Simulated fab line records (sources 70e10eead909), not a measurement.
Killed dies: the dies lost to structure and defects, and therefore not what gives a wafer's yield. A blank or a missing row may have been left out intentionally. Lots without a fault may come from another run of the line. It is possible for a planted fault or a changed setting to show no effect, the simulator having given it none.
The tool behind it: which one? | flow nand harc | at 1 step of a route of 1302, 13 lots with 39 wafers sampled

WHAT THE GAUGES SHOWED, per wafer
NHARC_A_SLIT_CD_MEAS_09: target cd 300 nm.
lot  | measured     | on        | cd nm (nm)
L598 | day 19 20:18 | cd sem-02 | 300.7 300.3 299.1
L597 | day 20 05:31 | cd sem-02 | 300.2 300.4 298.1
L604 | day 23 08:34 | cd sem-01 | 298.9 299.9 300.5
L606 | day 23 08:43 | cd sem-02 | 300.1 299.7 299.7
L607 | day 24 05:42 | cd sem-02 | 300.1 299.8 298.2
L608 | day 24 10:11 | cd sem-03 | 299.2 298.2 299.9
L609 | day 24 19:08 | cd sem-03 | 298.8 299.4 299.5
L615 | day 27 04:56 | cd sem-03 | 299.2 299.1 300.0
L613 | day 27 05:41 | cd sem-03 | 300.4 298.8 300.7
L617 | day 28 03:43 | cd sem-02 | 300.0 300.4 299.3
L618 | day 28 21:46 | cd sem-03 | 299.2 298.0 298.0
L619 | day 28 21:56 | cd sem-01 | 299.5 300.3 300.8
L620 | day 29 13:34 | cd sem-02 | 300.9 301.2 300.6

EACH LOT AND THE TOOL THAT RAN IT (in order: tool; ch and the chambers of the sampled wafers; start)
The record holds no process step before these readings.

AS READ BY THE TOOLS THEMSELVES (means over the sampled wafers that have a number; for cases with no such wafer, the mark the record gives instead)
The record holds no such reading with a usual standard deviation.

THE ANSWER, worked out from the rows above alone
Rule: the usual values come from the lots themselves. The widest of any qualifying gaps counts: lots, ordered by their means at a reading, are off when they make up no more than a third of the lots, leave a main group of 4 or more, and stand apart from it by 3 or more times the standard deviation of that group's means. The tables above print the reading to a certain number of digits; a main group whose means all agree to those digits is not used. A lot without any number at a reading at which 4 lots or more have one is off too. All remaining lots with rows at the step are treated as sound. Order of review: gauges by route order, followed by the tools' own readings, for which a lot's mean as printed above is used. At the first step where some lot is off, the reading lying furthest off is the one used; lots without a number count as furthest.
No lot is off at any reading shown: from this, nothing can be told.

WHAT THE SIMULATOR HAD PUT IN
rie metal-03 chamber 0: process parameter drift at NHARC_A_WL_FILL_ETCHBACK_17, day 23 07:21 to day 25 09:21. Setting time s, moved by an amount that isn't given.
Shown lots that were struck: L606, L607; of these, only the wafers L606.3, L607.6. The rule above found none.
